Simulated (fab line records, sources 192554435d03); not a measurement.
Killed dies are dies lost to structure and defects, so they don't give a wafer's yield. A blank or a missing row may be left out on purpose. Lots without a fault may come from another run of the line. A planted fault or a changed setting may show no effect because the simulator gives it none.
fab line records | flow n5_finfet | part 2 of 2: steps 22 to 26 of 26
record lots=5 wafers=15 last_day=18
route steps=1938 shown MOL_CONTACT_COAG@594
lots that met no fault: from a run of the same line without faults
start_h: hours from the record's first day to the start of the lot's first wafer shown | wait_h: hours since the lot's step before | " the same as in the row above | L1.1+2: a row that stands for several wafers | - no value, or no start given | * or withheld: withheld | < > ~ a bound
route shown NAME@n: a module of which the file shows steps, and the number in the route of the first | usual: mean/standard deviation of fault-free wafers | same: alike in all rows | chamber/n: place in a boat | sites: the reading at each site | _std_site: their standard deviation | _edge_site: outer sites' mean less inner sites' | radius_mm: how far each site lies from the wafer's centre | mask NAME#n: copy n | behind: the tool/chamber that last shaped the wafer | hold: why the lot was held/for how many hours/how that ended | device: the transistor (n, p or np) that didn't switch | end of line: the same wafers' tests at the end of the route | a step without rows: its recipe alone | killed: dies lost to structure and defects at the first sort, not the wafer's yield | map: a wafer's dies, x killed, . not, _ none there
set.NAME: the setting as run; set.NAME@STEP: as run at that earlier step | model.NAME: the simulator's own value behind a step, which no gauge read
lots at some steps of the route; a table a step, a row a wafer
services: from which hour (start_h, from the record's first day; less than 0 if before it) a tool's chamber was out of use, for how many hours, and why
## steps
# step N5_MOL_CONTACT_COAG_VIA_ETCH_117
# recipe chemistry=C4F6/O2 target_depth_a=400 overetch_a=80 mask_material=SOC target=SiO2 bias_w=455 pressure_mtorr=10 time_s=26 source_w=325 Ar_flow_sccm=300 C4F6_flow_sccm=10 O2_flow_sccm=10 ion_energy_ev=575.3 ends=end_point
# usual drypump_motor_current_A=5.7/0.47 oes_product_au=0.71/0.087 rf_vpp_V=1585/30 showerhead_plenum_p_Torr=2.81/0.049 throttle_valve_pct=41.2/0.38
# columns lot.wafer tool chamber start_h wait_h drypump_motor_current_A oes_product_au rf_hours_counter_h rf_vpp_V showerhead_plenum_p_Torr throttle_valve_pct
L074.1 rie_diel-06 1 104.49 0.0 5.8 0.62 195 1607 2.81 41.0
L074.2 " 3 " " 6.0 0.62 203 1579 2.81 41.3
L074.6 " 2 " " 4.9 0.82 - 1640 2.89 41.1
L081.2 rie_diel-06 2 146.54 0.0 4.9 0.81 31 1641 2.88 41.1
L081.4 " 3 " " 6.0 0.61 219 1578 2.80 41.4
L081.5 " 3 " " 6.0 0.61 - 1579 2.80 41.4
L084.1 rie_diel-06 3 159.64 0.0 6.0 0.61 226 1579 2.80 41.4
L084.3 " 2 " " 4.9 0.80 37 1639 2.88 41.1
L084.4 " 1 " " 5.8 0.61 214 1608 2.80 41.1
L086.1 rie_diel-03 1 172.22 0.0 5.9 0.81 20 1596 2.88 40.1
L086.4 " 1 " " 5.9 0.81 - 1597 2.88 40.1
L086.5 " 3 " " 5.8 0.70 - 1528 2.87 41.0
L095.1 rie_diel-06 2 230.50 0.0 4.9 0.78 56 1640 2.87 41.1
L095.2 " 0 " " 5.8 0.68 133 1572 2.75 40.8
L095.3 " 3 " " 6.0 0.60 246 1579 2.79 41.4
# step N5_MOL_CONTACT_COAG_ETCH_124
# recipe chemistry=CH3F/O2 target=SiNx target_depth_a=65 mask_material=SOC stop_on=SiOC over_etch_frac=0.3 ion_energy_ev=120 pressure_mtorr=30 source_w=395 bias_w=73 Ar_flow_sccm=150 CH3F_flow_sccm=30 O2_flow_sccm=20 ends=end_point
# usual drypump_motor_current_A=5.6/0.48 oes_product_au=0.68/0.084 rf_vpp_V=297/6 showerhead_plenum_p_Torr=1.98/0.037 throttle_valve_pct=16.35/0.28
# columns lot.wafer tool chamber start_h wait_h drypump_motor_current_A oes_product_au rf_hours_counter_h rf_vpp_V showerhead_plenum_p_Torr throttle_valve_pct
L074.1 rie_diel-06 1 104.51 0.0 5.7 0.60 195 301 1.98 16.45
L074.2 " 3 " " 6.0 0.59 203 296 1.98 16.62
L074.6 " 2 " " 4.9 0.80 - 307 2.04 16.35
L081.2 rie_diel-06 2 146.57 0.0 4.9 0.79 31 307 2.03 16.36
L081.4 " 3 " " 6.0 0.58 219 295 1.98 16.66
L081.5 " 3 " " 6.0 0.58 - 296 1.98 16.66
L084.1 rie_diel-06 3 159.67 0.0 6.0 0.58 226 296 1.97 16.67
L084.3 " 2 " " 4.9 0.77 37 308 2.03 16.38
L084.4 " 1 " " 5.7 0.59 214 303 1.97 16.49
L086.1 rie_diel-03 1 172.24 0.0 5.9 0.78 20 299 2.03 15.77
L086.4 " 1 " " 5.8 0.78 - 300 2.03 15.78
L086.5 " 3 " " 5.8 0.66 - 284 2.02 16.47
L095.1 rie_diel-06 2 230.53 0.0 4.9 0.75 56 307 2.02 16.41
L095.2 " 0 " " 5.8 0.66 133 295 1.93 16.11
L095.3 " 3 " " 6.0 0.57 246 295 1.97 16.69
# step N5_MOL_CONTACT_COAG_ETCH_48
# recipe chemistry=C4F6/O2 target_depth_a=150 overetch_a=45 mask_material=SOC target=SiOC bias_w=465 pressure_mtorr=10 time_s=17 source_w=335 Ar_flow_sccm=300 C4F6_flow_sccm=10 O2_flow_sccm=10 ion_energy_ev=576
# usual drypump_motor_current_A=5.7/0.47 oes_product_au=0.67/0.091 rf_vpp_V=1587/30 showerhead_plenum_p_Torr=2.81/0.049 throttle_valve_pct=40.7/0.37
# same time_s=17
# columns lot.wafer tool chamber start_h wait_h drypump_motor_current_A oes_product_au rf_hours_counter_h rf_vpp_V showerhead_plenum_p_Torr throttle_valve_pct
L074.1 rie_diel-06 1 104.55 0.0 5.8 0.62 195 1610 2.81 40.6
L074.2 " 3 " " 6.0 0.59 203 1583 2.81 40.9
L074.6 " 2 " " 4.9 0.80 - 1642 2.89 40.7
L081.2 rie_diel-06 2 146.61 0.0 4.9 0.79 31 1643 2.88 40.7
L081.4 " 3 " " 6.0 0.57 219 1582 2.80 40.9
L081.5 " 3 " " 6.0 0.61 - 1581 2.80 40.9
L084.1 rie_diel-06 3 159.71 0.0 6.0 0.54 226 1579 2.80 40.9
L084.3 " 2 " " 4.9 0.71 37 1643 2.88 40.7
L084.4 " 1 " " 5.7 0.54 214 1609 2.80 40.6
L086.1 rie_diel-03 1 172.28 0.0 5.8 0.74 20 1598 2.88 39.7
L086.4 " 1 " " 5.8 0.82 - 1599 2.88 39.7
L086.5 " 3 " " 5.8 0.69 - 1529 2.87 40.5
L095.1 rie_diel-06 2 230.57 0.0 4.9 0.80 56 1640 2.87 40.7
L095.2 " 0 " " 5.7 0.67 133 1574 2.75 40.4
L095.3 " 3 " " 6.0 0.57 246 1580 2.79 40.9
# step N5_MOL_CONTACT_COAG_STRIP_72
# recipe chemistry=N2/H2 power_w=450 temp_c=40 pressure_mtorr=20 rf_frequency_hz=6e+07 overash_fraction=3 bias_power_w=7 h2_frac=0.5 n2_flow_sccm=200 h2_flow_sccm=200
# usual drypump_motor_current_A=5.7/0.48 oes_product_au=0.79/0.11 rf_vpp_V=59.2/2.3 showerhead_plenum_p_Torr=2.50/0.054 throttle_valve_pct=23.6/0.34
# columns lot.wafer tool chamber start_h wait_h drypump_motor_current_A oes_product_au rf_hours_counter_h rf_vpp_V showerhead_plenum_p_Torr throttle_valve_pct
L074.1 rie_diel-06 1 104.61 0.0 5.8 0.70 195 58.7 2.50 23.6
L074.2 " 3 " " 6.0 0.70 203 60.6 2.51 24.0
L074.6 " 2 " " 4.9 0.96 - 61.0 2.60 23.9
L081.2 rie_diel-06 2 146.66 0.0 4.9 0.94 31 60.5 2.59 24.0
L081.4 " 3 " " 6.0 0.68 219 58.4 2.51 24.0
L081.5 " 3 " " 6.0 0.67 - 61.3 2.51 23.9
L084.1 rie_diel-06 3 159.76 0.0 6.0 0.67 226 57.9 2.50 24.0
L084.3 " 2 " " 4.9 0.93 37 59.5 2.59 24.0
L084.4 " 1 " " 5.8 0.69 214 58.3 2.49 23.6
L086.1 rie_diel-03 1 172.34 0.0 5.9 0.91 20 59.8 2.59 23.0
L086.4 " 1 " " 5.9 0.92 - 63.0 2.59 23.0
L086.5 " 3 " " 5.8 0.79 - 55.1 2.57 23.9
L095.1 rie_diel-06 2 230.62 0.0 4.9 0.89 56 62.5 2.58 24.0
L095.2 " 0 " " 5.8 0.76 133 57.6 2.43 23.2
L095.3 " 3 " " 6.0 0.67 246 62.3 2.49 24.0
# step N5_MOL_CONTACT_COAG_STRIP_49
# recipe chemistry=N2/H2 time_s=30 power_w=1000 temp_c=250 pressure_mtorr=withheld n2_flow_sccm=1750 h2_flow_sccm=3250
# usual drypump_motor_current_A=5.6/0.54 heater_power_w=337/11
# same time_s=30
# columns lot.wafer tool chamber start_h wait_h drypump_motor_current_A heater_power_w rf_hours_counter_h
L074.1 plasma_asher-02 0 104.69 - 6.2 332 43
L074.2 " 1 " " 5.8 345 43
L074.6 " 0 " " 6.2 332 -
L081.2 plasma_asher-02 1 146.82 - 5.8 347 51
L081.4 " 1 " " 5.8 337 -
L081.5 " 0 " " 6.2 326 -
L084.1 plasma_asher-01 0 159.84 - 5.7 353 105
L084.3 " 1 " " 4.8 320 -
L084.4 " 0 " " 5.7 356 -
L086.1 plasma_asher-01 0 172.42 - 5.8 336 107
L086.4 " 1 " " 4.7 320 -
L086.5 " 1 " " 4.7 317 -
L095.1 plasma_asher-01 1 230.71 - 4.7 322 117
L095.2 " 0 " " 5.7 355 117
L095.3 " 1 " " 4.7 322 -
## services
# columns tool chamber start_h hours kind
euv_scanner-01 - 79.54 0.1 repair
ald_sin-02 - 85.26 14.0 pm
ald_sin-01 - 89.32 6.1 pm
rie_diel-03 1 104.01 - clean
rie_diel-03 1 104.01 - consumable_replace:focus_ring
rie_diel-03 1 104.01 17.7 scheduled_down
rie_diel-03 1 104.01 17.7 vent_cycle
ald_sin-01 3 111.29 1.9 repair
euv_scanner-01 - 120.04 2.4 repair
rie_diel-06 2 127.22 13.3 repair
rie_diel-01 3 129.40 7.0 repair
euv_scanner-01 - 136.49 4.6 pm
euv_scanner-02 - 137.20 1.0 pm
euv_scanner-02 - 138.67 4.6 pm
euv_scanner-01 - 143.27 1.0 pm
rie_diel-06 1 153.08 4.2 repair
euv_scanner-02 - 179.27 1.0 pm
ald_sin-03 2 182.84 6.7 repair
plasma_asher-02 - 184.19 3.2 repair
euv_scanner-01 - 190.64 1.0 pm
rie_diel-03 2 201.74 28.7 repair
rie_diel-06 1 214.36 13.2 repair
rie_diel-03 - 219.88 28.1 pm
ald_sin-02 3 223.43 9.2 repair
